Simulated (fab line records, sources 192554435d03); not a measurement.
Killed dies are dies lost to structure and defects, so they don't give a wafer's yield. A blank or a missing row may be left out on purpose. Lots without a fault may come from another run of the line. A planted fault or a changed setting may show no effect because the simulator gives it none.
Split-lot experiment | flow n5_finfet | 7 lots, 39 wafers read, on a route of 1938 steps

THE SPLIT
At N5_PASSIVATION_PECVD_53 (deposits SiO2 from TEOS/O2, target thk 800 nm, time 169.4 s), the setting time_s was moved away from the recipe's 169.4 s on 15 of the 39 wafers read, by -56.6% to +20.1%. The other wafers ran this setting at the recipe's value.

The reading is taken at the split's own step.

THE READING
SiO2_of_PASSIVATION_PECVD_53.thk_nm (the simulator's own value, which no gauge read), in nm, at N5_PASSIVATION_PECVD_53 (deposits SiO2 from TEOS/O2, target thk 800 nm, time 169.4 s). The file gives no usual value for it. The 24 wafers here that ran the recipe average 802.7 nm, standard deviation 14 nm.

wafer  | tool, chamber at the split | time_s as run, s | against the recipe | SiO2_of_PASSIVATION_PECVD_53.thk_nm, nm | against lot-mates on the recipe
L077.1 | pecvd-01, 2,1              | 169.4            | recipe             | 808                                     | -
L077.4 | pecvd-01, 2,1              | 169.4            | recipe             | 808                                     | -
L077.2 | pecvd-01, 1                | 111.4            | -34.2%             | 521.8                                   | -280.7
L077.3 | pecvd-01, 0                | 169.4            | recipe             | 791.4                                   | -
L077.5 | pecvd-01, 2                | 111.4            | -34.2%             | 543                                     | -259.5
L077.6 | pecvd-01, 0                | 111.4            | -34.2%             | 530.8                                   | -271.7
L081.1 | pecvd-01, 2                | 169.4            | recipe             | 823                                     | -
L081.2 | pecvd-01, 1                | 169.4            | recipe             | 810.6                                   | -
L081.3 | pecvd-01, 0                | 169.4            | recipe             | 811                                     | -
L081.4 | pecvd-01, 1                | 169.4            | recipe             | 813.8                                   | -
L081.5 | pecvd-01, 0                | 169.4            | recipe             | 824.6                                   | -
L081.6 | pecvd-01, 2                | 169.4            | recipe             | 836.4                                   | -
L080.1 | pecvd-03, 0                | 169.4            | recipe             | 780.4                                   | -
L080.2 | pecvd-03, 1                | 91.36            | -46.1%             | 422.8                                   | -367.5
L080.3 | pecvd-03, 2                | 169.4            | recipe             | 802.8                                   | -
L080.4 | pecvd-03, 1                | 91.36            | -46.1%             | 425                                     | -365.3
L080.5 | pecvd-03, 2                | 91.36            | -46.1%             | 441.4                                   | -348.9
L080.6 | pecvd-03, 0                | 169.4            | recipe             | 787.8                                   | -
L088.1 | pecvd-01, 0                | 203.4            | +20.1%             | 944.2                                   | +148.7
L088.2 | pecvd-01, 1                | 169.4            | recipe             | 779.8                                   | -
L088.3 | pecvd-01, 1                | 203.4            | +20.1%             | 955.6                                   | +160.1
L088.4 | pecvd-01, 0                | 169.4            | recipe             | 802                                     | -
L088.5 | pecvd-01, 0                | 169.4            | recipe             | 804.6                                   | -
L088.6 | pecvd-01, 1                | 203.4            | +20.1%             | 950.2                                   | +154.7
L094.1 | pecvd-01, 1                | 169.4            | recipe             | 792                                     | -
L094.3 | pecvd-01, 0                | 169.4            | recipe             | 794.2                                   | -
L094.6 | pecvd-01, 2                | 169.4            | recipe             | 816.2                                   | -
L093.1 | pecvd-04, 2                | 73.54            | -56.6%             | 354.4                                   | -445.0
L093.2 | pecvd-04, 1                | 169.4            | recipe             | 792.6                                   | -
L093.3 | pecvd-04, 0                | 73.54            | -56.6%             | 349.2                                   | -450.2
L093.4 | pecvd-04, 0                | 169.4            | recipe             | 804.4                                   | -
L093.5 | pecvd-04, 2                | 73.54            | -56.6%             | 373.2                                   | -426.2
L093.6 | pecvd-04, 1                | 169.4            | recipe             | 801.2                                   | -
L096.1 | pecvd-04, 2                | 80.8             | -52.3%             | 382.6                                   | -410.8
L096.2 | pecvd-04, 1                | 169.4            | recipe             | 787.6                                   | -
L096.3 | pecvd-04, 0                | 169.4            | recipe             | 791.6                                   | -
L096.4 | pecvd-04, 0,2              | 80.8             | -52.3%             | 383.6                                   | -409.8
L096.6 | pecvd-04, 0,2              | 80.8             | -52.3%             | 383.6                                   | -409.8
L096.5 | pecvd-04, 1                | 169.4            | recipe             | 801                                     | -
Where a row lists several chambers, the file gives one row for several wafers and doesn't say which wafer went through which chamber.

THE FIT
A straight line over all 39 wafers: SiO2_of_PASSIVATION_PECVD_53.thk_nm changes by +7.9 nm for each +1% of time_s; r = +1.00; the points scatter about the line by 13 nm.
The same after taking each lot's own level away (the mean of its wafers on the recipe; 39 wafers): +7.81 nm for each +1%; r = +1.00; scatter 8.6 nm.
On that fit, the largest move of time_s shifts the reading by 4.4e+02 nm.
The lots' own levels span 790.33 to 819.90 nm, that is 2.1 times the standard deviation above.
So the lot-to-lot level changes the slope little: the two slopes agree.
Check: with one of the wafers moved furthest among these (-56.6%) left out of the fit, the line predicts -442 nm for it against its lot-mates. It came out at -445 nm against them.

OTHER SPLITS ON THESE WAFERS
These wafers also went through other splits before the reading. Each is held against what the fit with the lots' levels taken away leaves over:
other split on the same wafers             | wafers away from the commonest value | r with SiO2_of_PASSIVATION_PECVD_53.thk_nm (lot level and that fit taken away)
N5_BEOL_M13_SPUTTER_43 target_thk_a        | 9                                    | -0.33
N5_MIM_TOP_LITHO_DEVELOP_07 develop_time_s | 12                                   | -0.26

THE FILE'S OWN FIT
SiO2_of_PASSIVATION_PECVD_53.thk_nm changes by +7.82 nm for each +1% of time_s, r = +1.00.
